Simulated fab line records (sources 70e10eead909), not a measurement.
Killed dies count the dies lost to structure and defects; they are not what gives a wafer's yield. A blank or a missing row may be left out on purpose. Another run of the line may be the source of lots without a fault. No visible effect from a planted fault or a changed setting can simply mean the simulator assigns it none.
Comparing a struck lot with a sound one | flow nand harc | 14 out of 1302 route steps
Sound: these wafers, L202.1, L202.2, L202.4. Wafers L201.2, L201.3, L201.4 were the ones struck. At the end, the cause is stated.
For every step that has rows: the tool of each side, followed by ch and its chambers, followed by its first start. Under that, the readings that differ: sound wafers | struck wafers | difference of the means | sigmas: that difference in standard deviations of wafers without a fault.
alike: readings with means less than 2 such deviations apart, plus words and numbers identical on both sides. not compared: withheld readings, readings lacking a value on some wafer, bounds such as >300 that could conceal the same value, and numbers that have no deviation in the record and whose values overlap.
A row with sigmas, a row that says differs or no value, or rows on one side alone: a step with any of these is where the two part. Numbers that don't overlap but have no deviation are shown without sigmas and don't part them. A reading missing from all wafers of one side parts the sides only when that side holds two or more wafers.

NHARC_A_SGD_CUT_ETCHBACK_24: etches the open film in CH3F/O2, target depth 50 nm, time 92.857 s.
  sound on rie diel-09 ch 0,1,2, day 25 20:47; struck on rie diel-12 ch 1,2,3, day 25 20:49
  alike: drypump motor current A, oes product au, rf vpp V, showerhead plenum p Torr, throttle valve pct
  not compared: rf hours counter h
NHARC_A_SGD_CUT_STRIP_28: strips in O2, time 20 s.
  sound: rie diel-09 ch 0,1,3; struck: rie diel-12 ch 0,1,2
  alike: drypump motor current A, oes product au, rf vpp V, showerhead plenum p Torr, throttle valve pct
  not compared: rf hours counter h
NHARC_A_SGD_CUT_INSPECT_25:
  sound on defect inspect-01 at day 25 21:02; struck on defect inspect-02 at day 25 21:02
  alike: raw defect count
NHARC_A_SLIT_DEP_25: deposits SiO2, target thk 200 nm.
  sound on pecvd-04 ch 0,1, day 25 21:08; struck on pecvd-02 ch 1,2, day 25 21:08
  alike: heater power w, throttle valve pct
NHARC_A_SLIT_DEP_00: deposits aC, target thk 6200 nm.
  sound on acl dep-03 ch 0, day 25 23:54; struck on acl dep-01 ch 0, day 26 00:51
  alike: throttle valve pct
NHARC_A_SLIT_DEP_23: deposits SiON, target thk 100 nm.
  sound on pecvd-02 ch 0,1, day 26 03:38; struck on pecvd-02 ch 0,1, day 26 03:59
  alike: heater power w
then, 6 steps without rows for these wafers: NHARC_A_SLIT_DEHYDRATE_01 (time 120 s); NHARC_A_SLIT_HMDS_02 (time 30 s); NHARC_A_SLIT_COAT_03 (resist thk 90 nm); NHARC_A_SLIT_SOFTBAKE_04 (time 55 s); NHARC_A_SLIT_EBR_05; NHARC_A_SLIT_EXPOSE_06 (exposes mask SLIT).
NHARC_A_SLIT_PEB_07: peb time 65 s.
  sound on litho track-04 ch 0, day 26 04:14; struck on litho track-01, day 26 04:35
  no value came back on the struck wafers for chill plate temp C (C), exhaust pa (Pa); on the sound wafers chill plate temp C (C) reads 23.00 22.85 23.13
then, 1 step without rows for these wafers: NHARC_A_SLIT_DEVELOP_08 (develop time 35 s).

## WHERE THEY PART
NHARC_A_SLIT_PEB_07 only, going by this record.

WHY: the cause the simulator had injected
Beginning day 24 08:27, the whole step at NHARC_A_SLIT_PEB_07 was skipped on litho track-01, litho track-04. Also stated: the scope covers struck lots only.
